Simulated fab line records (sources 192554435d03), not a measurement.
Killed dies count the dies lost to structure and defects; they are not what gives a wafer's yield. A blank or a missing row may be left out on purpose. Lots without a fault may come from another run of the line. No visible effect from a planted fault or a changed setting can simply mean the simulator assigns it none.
Matching of chambers ; flow n5-finfet ; N5_BEOL_M1_STRIP_36 on rie-diel-03: 4 sister chambers
The step strips in N2/H2. 18 wafers are shown with their chamber, then 9 later ones without.

== EACH WAFER AND ITS CHAMBER ==
wafer;chamber;drypump-motor-current-A (A);showerhead-plenum-p-Torr (Torr);throttle-valve-pct (%)
L074.4;2;6.6;2.63;23.2
L074.5;3;5.4;2.50;24.1
L074.6;0;5.6;2.49;23.9
L075.2;1;4.9;2.70;24.1
L075.3;2;6.6;2.63;23.2
L075.4;0;5.6;2.49;23.9
L081.2;2;6.6;2.62;23.2
L081.3;0;5.6;2.49;23.9
L081.5;1;4.9;2.70;24.1
L083.1;1;4.9;2.69;24.1
L083.2;2;6.6;2.62;23.2
L083.5;0;5.7;2.48;23.9
L090.3;1;4.9;2.69;24.1
L090.5;3;5.5;2.49;23.8
L090.6;2;6.6;2.62;23.2
L091.1;0;5.7;2.48;23.6
L091.4;2;6.6;2.61;23.2
L091.5;0;5.6;2.48;23.6

SIGNATURES, as means of the wafers listed above
reading;chamber 0;chamber 1;chamber 2;chamber 3;scatter within a chamber
drypump-motor-current-A;5.633;4.900;6.600;5.450;0.0362
showerhead-plenum-p-Torr;2.4850;2.6950;2.6217;2.4950;0.00645
throttle-valve-pct;23.800;24.100;23.200;23.950;0.109
Rule: for a wafer and a chamber, the distance is found by dividing, reading by reading, the gap between the wafer's reading and the chamber's mean by the reading's scatter, squaring, summing and taking the root. The wafer belongs to the nearest chamber; if the next one is less than 2 further off, it can't be placed. The scatter: the root of (the sum of the squares of (reading less its chamber's mean) over the shown wafers, divided by (wafers less chambers)).

== WAFERS WHOSE CHAMBER IS MISSING ==
wafer;drypump-motor-current-A (A);showerhead-plenum-p-Torr (Torr);throttle-valve-pct (%)
L094.1;5.6;2.48;23.6
L094.2;6.6;2.61;23.2
L094.6;5.7;2.48;23.6
L095.1;5.4;2.48;23.8
L095.5;5.5;2.48;23.8
L095.6;5.7;2.48;23.6
L096.1;5.4;2.48;23.8
L096.2;4.9;2.68;24.2
L096.6;6.6;2.61;23.3

== EACH ONE'S CHAMBER ==
wafer;from the rows above;in truth
L094.1;0;0
L094.2;2;2
L094.6;0;0
L095.1;3;3
L095.5;can't be placed: 3 or 0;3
L095.6;0;0
L096.1;3;3
L096.2;1;1
L096.6;2;2
Correctly placed: 8 of 9. These rows do not allow placing 1 (true chamber among the candidates in 1). 0 placed wrongly.
